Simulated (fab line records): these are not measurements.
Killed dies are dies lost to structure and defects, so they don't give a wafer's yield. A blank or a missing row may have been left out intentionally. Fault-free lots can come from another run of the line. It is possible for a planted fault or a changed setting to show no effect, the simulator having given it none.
Chamber matching | flow nand-harc | 4 sister chambers for NHARC_P_GATE_DESCUM_48 on rie-diel-09
The step chemistry O2, time 3 s. 18 wafers are shown with their chamber, then 9 later ones without.

## EACH WAFER AND ITS CHAMBER
wafer  | chamber | rf-vpp-V (V) | oes-product-au (a.u.) | throttle-valve-pct (%)
L081.1 | 1       | 57.5         | 1.019                 | 11.317
L081.3 | 2       | 58.0         | 1.005                 | 11.304
L081.6 | 1       | 58.3         | 1.015                 | 11.330
L080.2 | 1       | 56.2         | 1.007                 | 11.320
L080.4 | 3       | 57.6         | 0.990                 | 11.329
L080.5 | 2       | 56.5         | 0.987                 | 11.311
L079.2 | 1       | 57.1         | 1.003                 | 11.316
L079.4 | 0       | 56.2         | 1.002                 | 11.316
L079.6 | 1       | 58.3         | 1.007                 | 11.311
L079.1 | 0       | 55.7         | 0.998                 | 11.307
L079.3 | 3       | 57.7         | 1.001                 | 11.301
L079.5 | 3       | 57.3         | 1.003                 | 11.307
L089.4 | 2       | 56.6         | 0.976                 | 11.333
L089.5 | 2       | 57.3         | 0.980                 | 11.299
L089.6 | 1       | 57.8         | 0.991                 | 11.312
L092.1 | 3       | 57.1         | 0.990                 | 11.299
L092.5 | 2       | 57.9         | 0.995                 | 11.307
L092.6 | 3       | 57.7         | 1.001                 | 11.321

SIGNATURES (averages over the wafers above)
reading            | chamber 0 | chamber 1 | chamber 2 | chamber 3 | scatter within a chamber
rf-vpp-V           | 55.950    | 57.533    | 57.260    | 57.480    | 0.632
oes-product-au     | 1.00000   | 1.00700   | 0.98860   | 0.99700   | 0.00926
throttle-valve-pct | 11.31150  | 11.31767  | 11.31080  | 11.31140  | 0.0109
Rule: a wafer lies at a distance from a chamber equal to the root of the sum of squares, over the readings, of (its reading less the chamber's mean, divided by the reading's scatter). The wafer belongs to the nearest chamber; if the next one is less than 2 further off, it can't be placed. The scatter: the root of (the sum of the squares of (reading less its chamber's mean) over the shown wafers, divided by (wafers less chambers)).

## WAFERS WITH NO CHAMBER GIVEN
wafer  | rf-vpp-V (V) | oes-product-au (a.u.) | throttle-valve-pct (%)
L094.1 | 58.7         | 0.994                 | 11.310
L094.2 | 58.4         | 0.991                 | 11.306
L094.3 | 58.3         | 1.006                 | 11.326
L094.4 | 57.6         | 1.000                 | 11.311
L094.5 | 58.6         | 0.995                 | 11.311
L094.6 | 57.6         | 1.002                 | 11.322
L097.2 | 57.5         | 0.999                 | 11.299
L097.3 | 57.1         | 1.003                 | 11.311
L097.6 | 58.0         | 1.004                 | 11.307

## EACH ONE'S CHAMBER
wafer  | from the rows above               | in truth
L094.1 | can't be placed: 3 or 2 or 1      | 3
L094.2 | can't be placed: 3 or 2 or 1      | 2
L094.3 | can't be placed: 1 or 3 or 2      | 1
L094.4 | can't be placed: 3 or 1 or 2      | 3
L094.5 | can't be placed: 3 or 1 or 2      | 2
L094.6 | can't be placed: 1 or 3 or 2      | 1
L097.2 | can't be placed: 3 or 2 or 1 or 0 | 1
L097.3 | can't be placed: 3 or 1 or 2 or 0 | 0
L097.6 | can't be placed: 3 or 1 or 2      | 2
0 of 9 placed correctly. Can't be placed from these rows: 9 (the true chamber is among the candidates in 9). 0 placed wrongly.
